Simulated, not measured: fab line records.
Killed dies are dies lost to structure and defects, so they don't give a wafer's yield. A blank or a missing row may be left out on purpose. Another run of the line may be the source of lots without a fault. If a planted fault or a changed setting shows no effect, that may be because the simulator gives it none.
fab line records	flow nandHarc
record: lots: 12	wafers: 36	lastDay: 33
route steps=1302 shown P_GATE@187 P_CONTACT@219 END@1302
lots that met no fault: from a run of the same line without faults
startH: the number of hours between the record's first day and the start of the first shown wafer of the lot	waitH: hours elapsed since this lot's preceding step	" unchanged from the row above	L1.1+2: a row that stands for several wafers	- no value, or no start given	* or withheld: withheld	< > ~ a bound
route shown NAME@n: NAME is a module with steps in the file, n the number in the route of the first one	usual: mean and standard deviation over wafers with no fault	same: alike in all rows	chamber/n: place in a boat	sites: each site's reading	_std_site: how widely they spread, as a standard deviation	_edge_site: mean of outer sites minus mean of inner sites	radiusMm: for every site, how far away it sits from the centre of the wafer	mask NAME#n: copy n	behind: the most recent tool/chamber to have shaped the wafer	hold: cause of the lot's hold/its duration in hours/its outcome	device: which transistor (n, p or np) failed to switch	end of line: the tests these same wafers got at the end of their route	a step with no rows: only its recipe	killed: dies that structure and defects cost at the first sort, which is not the same as the wafer's yield	map: shows each die of a wafer: x if killed, . if not, _ if none is there
set.NAME: the setting as run; set.NAME@STEP: as run at that earlier step	model.NAME: the simulator's own value behind a step, which no gauge read
route steps across a sampled set of lots; one table per step, one row per wafer
services: a tool's chamber out of use, with start hour (startH, from the record's first day; less than 0 if before it), hours out, and reason
== steps ==
step: NHARC_P_GATE_DESCUM_61
recipe: timeS: 3	o2FlowSccm: 200	arFlowSccm: 0	biasPowerW: 0	chemistry: O2
usual: drypumpMotorCurrentA: 5.6/0.39	oesProductAu: 0.998/0.012	rfVppV: 57.7/0.84	showerheadPlenumPTorr: 1.91/0.094	throttleValvePct: 11.311/0.0082
lot.wafer	tool	chamber	startH	waitH	drypumpMotorCurrentA	oesProductAu	rfHoursCounterH	rfVppV	showerheadPlenumPTorr	throttleValvePct
L566.3	rieDiel-11	0	109.92	-	6.1	1.004	0.9	57.8	1.96	11.305
L566.6	"	3	"	"	5.4	0.995	-	57.7	1.97	11.307
L566.5	"	0	"	"	6.1	0.998	-	58.2	1.96	11.316
L567.2	rieDiel-04	3	122.47	-	5.2	0.992	6.4	57.7	1.79	11.310
L567.1	"	0	"	"	5.4	1.008	6.8	57.6	1.84	11.308
L567.5	"	3	"	"	5.3	0.980	-	57.0	1.79	11.321
L569.1	rieDiel-04	0	145.39	-	5.3	0.997	8.0	56.2	1.84	11.294
L569.5	"	0	"	"	5.4	0.997	-	57.6	1.84	11.313
L569.6	"	2	"	"	5.8	0.993	-	58.3	2.05	11.316
L570.2	rieDiel-01	1	148.48	-	6.0	1.006	5.8	58.0	2.00	11.320
L570.4	"	3	"	"	5.8	0.990	7.6	58.0	1.90	11.308
L570.5	"	1	"	"	6.0	0.996	-	57.3	2.00	11.303
L571.3	rieDiel-04	0	157.83	-	5.4	0.998	8.3	56.6	1.84	11.311
L571.2	"	2	"	"	5.8	0.999	7.7	57.3	2.05	11.322
L571.5	"	0	"	"	5.4	1.001	-	56.1	1.84	11.310
L572.4	rieDiel-04	0	173.79	-	5.4	1.002	9.5	58.0	1.84	11.308
L572.6	"	3	"	"	5.2	0.993	-	56.2	1.79	11.318
L572.5	"	0	"	"	5.4	1.005	-	58.2	1.84	11.297
L573.2	rieDiel-01	2	189.88	-	5.7	0.967	9.6	56.3	2.04	11.320
L573.3	"	3	"	"	5.8	1.019	10.0	57.1	1.90	11.297
L573.1	"	0	"	"	6.4	0.998	7.7	56.8	1.83	11.304
L574.4	rieDiel-04	1	190.31	-	5.0	0.981	0.1	58.9	1.93	11.310
L574.6	"	0	"	"	5.4	1.005	-	58.0	1.84	11.306
L574.5	"	1	"	"	5.0	0.988	-	57.7	1.93	11.318
L576.3	rieDiel-11	2	208.31	-	5.8	1.011	7.0	56.3	1.95	11.318
L576.2	"	3	"	"	5.3	0.988	7.0	58.3	1.97	11.314
L576.6	"	3	"	"	5.3	0.986	-	57.8	1.97	11.307
L578.1	rieDiel-04	2	229.88	-	5.8	0.983	2.0	59.1	2.05	11.309
L578.2	"	1	"	"	5.0	0.994	2.8	57.7	1.93	11.303
L578.6	"	2	"	"	5.8	0.983	-	57.6	2.05	11.322
L588.1	rieDiel-04	0	331.97	-	5.4	1.007	9.6	57.0	1.84	11.312
L588.4	"	2	"	"	5.8	0.998	8.0	58.2	2.04	11.309
L588.5	"	3	"	"	5.3	0.977	-	56.3	1.79	11.292
L589.2	rieDiel-04	0	341.48	-	5.4	1.019	9.9	57.0	1.84	11.313
L589.3	"	2	"	"	5.8	0.999	8.4	59.9	2.04	11.311
L589.6	"	0	"	"	5.3	1.019	-	57.2	1.84	11.309
step: NHARC_P_GATE_RTA_80
recipe: tempC: 300	timeS: 30
usual: lampPowerPct: 1.96/0.096	lamp_zone_4_pct: 1.96/0.096	wafer_temp_C_max: 302.0/0.68
lot.wafer	tool	chamber	startH	waitH	lampPowerPct	lamp_zone_4_pct	wafer_temp_C_max
L566.3	rtpAnneal-02	0	113.95	-	1.84	1.85	300.8
L566.5	"	0	"	"	1.84	1.84	301.3
L566.6	"	0	"	"	1.84	1.85	301.0
L567.1	rtpAnneal-02	0	126.32	-	1.85	1.84	301.3
L567.2	"	0	"	"	1.85	1.84	301.0
L567.5	"	0	"	"	1.84	1.84	301.1
L569.1	rtpAnneal-01	0	149.41	-	2.04	2.04	302.5
L569.5	"	0	"	"	2.04	2.04	302.8
L569.6	"	0	"	"	2.04	2.04	301.9
L570.2	rtpAnneal-01	0	152.40	-	2.04	2.04	302.1
L570.4	"	0	"	"	2.04	2.04	302.0
L570.5	"	0	"	"	2.04	2.04	301.5
L571.2	rtpAnneal-01	0	161.84	-	2.05	2.04	301.9
L571.3	"	0	"	"	2.04	2.04	302.6
L571.5	"	0	"	"	2.05	2.04	302.2
L572.4	rtpAnneal-01	0	177.89	-	2.05	2.04	302.6
L572.5	"	0	"	"	2.05	2.05	302.8
L572.6	"	0	"	"	2.05	2.05	303.7
L573.1	rtpAnneal-01	0	193.84	-	2.04	2.04	302.5
L573.2	"	0	"	"	2.04	2.04	302.5
L573.3	"	0	"	"	2.04	2.04	302.0
L574.4	rtpAnneal-01	0	194.34	-	2.04	2.04	302.3
L574.5	"	0	"	"	2.04	2.04	302.0
L574.6	"	0	"	"	2.04	2.04	302.2
L576.2	rtpAnneal-02	0	212.33	-	1.84	1.84	301.5
L576.3	"	0	"	"	1.84	1.84	301.4
L576.6	"	0	"	"	1.84	1.84	301.1
L578.1	rtpAnneal-01	0	233.71	-	2.04	2.04	302.6
L578.2	"	0	"	"	2.04	2.04	302.0
L578.6	"	0	"	"	2.04	2.04	302.1
L588.1	rtpAnneal-01	0	336.01	-	2.04	2.04	302.5
L588.4	"	0	"	"	2.04	2.04	302.8
L588.5	"	0	"	"	2.04	2.04	302.1
L589.2	rtpAnneal-01	0	347.48	-	2.04	2.04	303.1
L589.3	"	0	"	"	2.04	2.04	302.2
L589.6	"	0	"	"	2.04	2.04	302.0
step: NHARC_P_CONTACT_CMP_01
recipe: targetThkNm: 200	material: SiO2
usual: motorCurrentA: 12.2/1.2
lot.wafer	tool	chamber	startH	waitH	motorCurrentA
L566.3	cmp-04	1	115.37	-	11.8
L566.6	"	3	"	"	13.4
L566.5	"	0	"	"	11.7
L567.1	cmp-03	3	127.75	-	10.8
L567.2	"	2	"	"	10.1
L567.5	"	0	"	"	13.6
L569.1	cmp-01	3	151.12	-	12.1
L569.6	"	1	"	"	12.2
L569.5	"	2	"	"	14.2
L570.2	cmp-04	0	153.98	-	12.0
L570.4	"	1	"	"	11.3
L570.5	"	0	"	"	12.1
L571.2	cmp-01	0	163.26	-	12.3
L571.3	"	1	"	"	12.6
L571.5	"	3	"	"	11.9
L572.4	cmp-03	3	179.28	-	11.0
L572.6	"	2	"	"	10.7
L572.5	"	3	"	"	10.6
L573.3	cmp-03	0	195.28	-	13.1
L573.1	"	2	"	"	10.2
L573.2	"	3	"	"	10.8
L574.4	cmp-03	1	195.72	-	13.1
L574.5	"	0	"	"	13.2
L574.6	"	1	"	"	14.1
L576.3	cmp-04	3	213.75	-	12.6
L576.2	"	0	"	"	11.4
L576.6	"	3	"	"	12.6
L578.1	cmp-04	2	235.45	0.6	10.7
L578.2	"	3	"	"	12.6
L578.6	"	0	"	"	11.6
L588.1	cmp-01	1	337.48	-	13.2
L588.4	"	0	"	"	12.1
L588.5	"	2	"	"	13.6
L589.2	cmp-01	3	348.92	-	11.6
L589.3	"	1	"	"	12.7
L589.6	"	3	"	"	11.9
step: NHARC_P_CONTACT_EXPOSE_09
recipe: na: 1.35	targetCdNm: 90	doseMj: 81.26	maskId: P_CA
lot.wafer	tool	chamber	startH	waitH	mask
L566.3+5+6	arfiScanner-03	0	116.02	-	P_CA#0
L567.1+2+5	arfiScanner-01	0	128.44	-	P_CA#0
L569.1+5+6	arfiScanner-02	0	151.75	-	P_CA#0
L570.2+4+5	arfiScanner-03	0	154.65	-	P_CA#0
L571.2+3+5	arfiScanner-01	0	163.93	-	P_CA#0
L572.4+5+6	arfiScanner-03	0	179.96	-	P_CA#0
L573.1+2+3	arfiScanner-02	0	195.97	-	P_CA#0
L574.4+5+6	arfiScanner-01	0	196.40	-	P_CA#0
L576.2+3+6	arfiScanner-03	0	214.42	-	P_CA#0
L578.1+2+6	arfiScanner-03	0	236.09	-	P_CA_R1#0
L588.1+4+5	arfiScanner-03	0	338.04	-	P_CA#0
L589.2+3+6	arfiScanner-02	0	349.61	-	P_CA#0
step: NHARC_P_CONTACT_CD_MEAS_12
recipe: targetCdNm: 90	landingEnergyEv: 500
usual: cdNm: 89.7/0.69
lot.wafer	tool	chamber	startH	waitH	cdNm
L566.3	cdSem-02	0	116.16	-	89.9
L566.5	"	0	"	"	89.3
L566.6	"	0	"	"	88.7
L567.1	cdSem-02	0	128.58	-	89.0
L567.2	"	0	"	"	90.6
L567.5	"	0	"	"	89.2
L569.1	cdSem-01	0	151.89	-	90.0
L569.5	"	0	"	"	88.9
L569.6	"	0	"	"	90.8
L570.2	cdSem-02	0	154.78	-	88.2
L570.4	"	0	"	"	89.4
L570.5	"	0	"	"	89.3
L571.2	cdSem-03	0	164.06	-	89.9
L571.3	"	0	"	"	90.9
L571.5	"	0	"	"	90.4
L572.4	cdSem-01	0	180.09	-	88.6
L572.5	"	0	"	"	88.7
L572.6	"	0	"	"	88.9
L573.1	cdSem-02	0	196.11	-	90.3
L573.2	"	0	"	"	90.3
L573.3	"	0	"	"	90.0
L574.4	cdSem-01	0	196.53	-	90.1
L574.5	"	0	"	"	88.6
L574.6	"	0	"	"	89.1
L576.2	cdSem-01	0	214.56	-	89.5
L576.3	"	0	"	"	89.9
L576.6	"	0	"	"	89.7
L578.1	cdSem-02	0	236.22	-	100.1
L578.2	"	0	"	"	100.9
L578.6	"	0	"	"	99.4
L588.1	cdSem-01	0	338.18	-	88.6
L588.4	"	0	"	"	89.1
L588.5	"	0	"	"	89.5
L589.2	cdSem-01	0	349.75	-	89.2
L589.3	"	0	"	"	89.0
L589.6	"	0	"	"	89.7
step: NHARC_P_CONTACT_CD_MEAS_19
usual: cdNm: 88.9/2.1
lot.wafer	tool	chamber	startH	waitH	cdNm
L566.3	cdSem-01	-	117.21	-	88.8
L566.5	"	-	"	"	91.3
L566.6	"	-	"	"	86.3
L567.1	cdSem-01	-	129.64	-	87.2
L567.2	"	-	"	"	91.3
L567.5	"	-	"	"	89.7
L569.1	cdSem-01	-	152.95	-	91.6
L569.5	"	-	"	"	88.0
L569.6	"	-	"	"	89.2
L570.2	cdSem-02	-	155.84	-	87.8
L570.4	"	-	"	"	86.8
L570.5	"	-	"	"	88.1
L571.2	cdSem-03	-	165.12	-	87.5
L571.3	"	-	"	"	88.3
L571.5	"	-	"	"	91.6
L572.4	cdSem-01	-	181.16	-	85.9
L572.5	"	-	"	"	84.9
L572.6	"	-	"	"	87.6
L573.1	cdSem-01	-	197.16	-	90.1
L573.2	"	-	"	"	92.6
L573.3	"	-	"	"	90.5
L574.4	cdSem-01	-	197.59	-	86.5
L574.5	"	-	"	"	88.0
L574.6	"	-	"	"	87.7
L576.2	cdSem-02	-	215.61	-	90.6
L576.3	"	-	"	"	88.2
L576.6	"	-	"	"	90.7
L578.1	cdSem-03	-	237.29	-	100.7
L578.2	"	-	"	"	96.7
L578.6	"	-	"	"	94.7
L588.1	cdSem-02	-	339.25	-	85.0
L588.4	"	-	"	"	88.9
L588.5	"	-	"	"	87.4
L589.2	cdSem-02	-	350.81	-	84.8
L589.3	"	-	"	"	86.9
L589.6	"	-	"	"	87.5
step: NHARC_END_SORT_01
recipe: tempC: 25
usual: killedAtArray: 52/18	killedAtOther: 1.0/1.4	killedAtPeriphery: 3.1/2.3	killedDies: 56/17	killedOpen: 3.0/1.7	killedShort: 2.5/1.7
same: grossDies: 677
lot.wafer	tool	chamber	startH	waitH	killedAtArray	killedAtOther	killedAtPeriphery	killedDies	killedOpen	killedShort
L578.1	prober-02	0	684.76	2.5	39	2	27	68	2	3
L578.2	prober-02	0	685.56	2.8	44	1	3	48	5	8
L578.6	prober-02	0	688.75	4.0	37	1	1	39	3	2
killed by level:class
L578.1 P_CONTACT:areaExpose=24 A_CHANNEL_HOLE_D2:chamberFilmFlake=17 A_CONTACT:chamberFilmFlake=5 A_CHANNEL_HOLE_D1:chamberFilmFlake=4 A_SLIT:chamberFilmFlake=3 A_CHANNEL_FILL_D2:chamberFilmFlake=2 A_STAIRCASE:chamberFilmFlake=2 A_WL_FILL:chamberFilmFlake=2
L578.2 A_CHANNEL_HOLE_D2:chamberFilmFlake=10 A_WL_FILL:chamberFilmFlake=8 A_CONTACT:chamberFilmFlake=5 A_CHANNEL_FILL_D1:geometricParticle:short=3 A_CHANNEL_FILL_D2:geometricParticle:short=3 A_CHANNEL_HOLE_D1:chamberFilmFlake=3 A_SLIT:chamberFilmFlake=3 A_CHANNEL_FILL_D1:geometricParticle:open=2
L578.6 A_CHANNEL_HOLE_D2:chamberFilmFlake=13 A_WL_FILL:chamberFilmFlake=7 A_CONTACT:chamberFilmFlake=4 A_ZERO_WELL:chamberFilmFlake=2 A_CHANNEL_HOLE_D1:chamberFilmFlake=2 A_STAIRCASE:chamberFilmFlake=2 A_SLIT:chamberFilmFlake=2 A_ONON_D1:geometricParticle:open=1
== services ==
tool	chamber	startH	hours	kind
cmp-01	-	87.59	4.0	pm
cmp-03	-	88.65	0.3	repair
cmp-01	-	99.89	1.2	repair
cmp-03	-	104.30	1.8	repair
cmp-04	-	111.00	4.0	pm
rieDiel-04	3	113.60	2.4	repair
arfiScanner-03	-	122.52	0.5	repair
cmp-01	-	122.60	25.9	repair
rieDiel-04	1	126.25	39.3	repair
cmp-04	-	130.65	0.6	repair
arfiScanner-03	-	134.79	0.2	repair
cmp-03	-	151.55	0.7	repair
cmp-03	-	162.00	4.0	pm
rieDiel-04	-	177.90	9.0	pm
cmp-01	-	185.59	4.0	pm
arfiScanner-03	-	198.45	4.0	pm
cmp-04	-	209.00	4.0	pm
cmp-03	-	260.00	4.0	pm
cmp-01	-	263.99	4.4	repair
arfiScanner-03	-	277.78	0.3	repair
cmp-04	-	277.85	1.9	repair
arfiScanner-03	-	307.16	0.5	repair
rieDiel-04	2	344.52	10.1	repair
rieDiel-04	-	345.37	0.6	repair
== key ==
firstSign: step: NHARC_P_CONTACT_EXPOSE_09	reading: mask	direction: changed
effect: step: NHARC_P_CONTACT_CD_MEAS_12	reading: cdNm	direction: up	sigmas: 15	usual: 89.7	struck: 100.2
effect: step: NHARC_P_CONTACT_CD_MEAS_19	reading: cdNm	direction: up	sigmas: 4	usual: 88.9	struck: 97.4
effect: step: NHARC_END_SORT_01	reading: killedAtPeriphery	direction: up	sigmas: 3.1	usual: 3.1	struck: 10.3	wafersMoved: 1
metAt NHARC_P_CONTACT_EXPOSE_09
struckLots L578
testerLeftOut L578
notActingAt NHARC_P_GATE_DESCUM_61,NHARC_P_GATE_RTA_80,NHARC_P_CONTACT_CMP_01
onsetBetween 214.42 236.09
fault: kind: wrongMask	tool: any	chamber: -	onsetH: 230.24	steps: NHARC_P_CONTACT_EXPOSE_09	auxCopy: P_CA_R1#0	cdOffsetNm: 10.586	scope: struckLotsOnly
testerLeftOut: of these lots the tester's yield and bins aren't shown, on N5 and GAA mostly nor the transistor test; their killed dies are dies lost to structure and defects alone, not to doping, threshold or leakage, so they don't give the yield
